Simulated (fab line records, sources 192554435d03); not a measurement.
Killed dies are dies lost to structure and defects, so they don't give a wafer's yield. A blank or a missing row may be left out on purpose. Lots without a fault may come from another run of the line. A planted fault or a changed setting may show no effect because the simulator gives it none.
Which tool was responsible?    flow n5_finfet    Sampling: 10 lots, 29 wafers, 2 of 1938 route steps

WHAT EACH GAUGE READ, for each wafer
N5_BEOL_M4_RC_MEAS_101.
lot   measured      on         DIBL_N (mV/V)
L522  day 8 04:54   prober-01  34.3 38.8 36.5
L523  day 9 00:26   prober-01  34.8 36.4 32.5
L525  day 9 12:25   prober-02  37.0 35.1 34.3
L526  day 9 14:31   prober-01  37.4 37.1 35.0
L527  day 9 05:35   prober-01  35.8 37.2 35.4
L528  day 9 16:41   prober-01  36.4 36.4 35.4
L531  day 10 14:10  prober-02  35.7 34.4 33.6
L533  day 11 10:02  prober-02  38.3 35.8 36.1
L539  day 12 12:24  prober-01  37.8 34.7

TOOL THAT RAN EACH LOT (tool first, then ch and the chambers of the sampled wafers, then the start)
lot   N5_BEOL_M2_ETCH_70
L522  rie_diel-06 ch 1,2,3, day 7 03:58
L523  rie_diel-01 ch 0,2,3, day 8 00:38
L525  rie_diel-06 ch 0,1,2, day 8 04:02
L526  rie_diel-06 ch 2,3, day 8 06:50
L527  rie_diel-01 ch 0,2,3, day 8 07:04
L528  rie_diel-05 ch 1,2,3, day 8 15:05
L531  rie_diel-06 ch 1,3, day 9 08:56
L533  rie_diel-01 ch 0,1,3, day 10 05:35
L539  rie_diel-06 ch 1,2,3, day 11 06:46
L541  rie_diel-06 ch 0,3, day 12 11:43
- N5_BEOL_M2_ETCH_70: etches SOC in N2/H2, target depth 80 nm, overetch 24 nm, time 130 s.

THE ANSWER, worked out from the rows above alone
Rule: what is usual is taken from the lots themselves. The widest of any qualifying gaps counts: lots, ordered by their means at a reading, are off when they make up no more than a third of the lots, leave a main group of 4 or more, and stand apart from it by 3 or more times the standard deviation of that group's means. A main group is skipped when, at the precision printed for the reading in the tables above, its means are all equal. A lot without any number at a reading at which 4 lots or more have one is off too. The other lots that the step has rows for count as sound.
None of the lots is off at any reading shown; this tells nothing.

WHAT THE SIMULATOR HAD PUT IN
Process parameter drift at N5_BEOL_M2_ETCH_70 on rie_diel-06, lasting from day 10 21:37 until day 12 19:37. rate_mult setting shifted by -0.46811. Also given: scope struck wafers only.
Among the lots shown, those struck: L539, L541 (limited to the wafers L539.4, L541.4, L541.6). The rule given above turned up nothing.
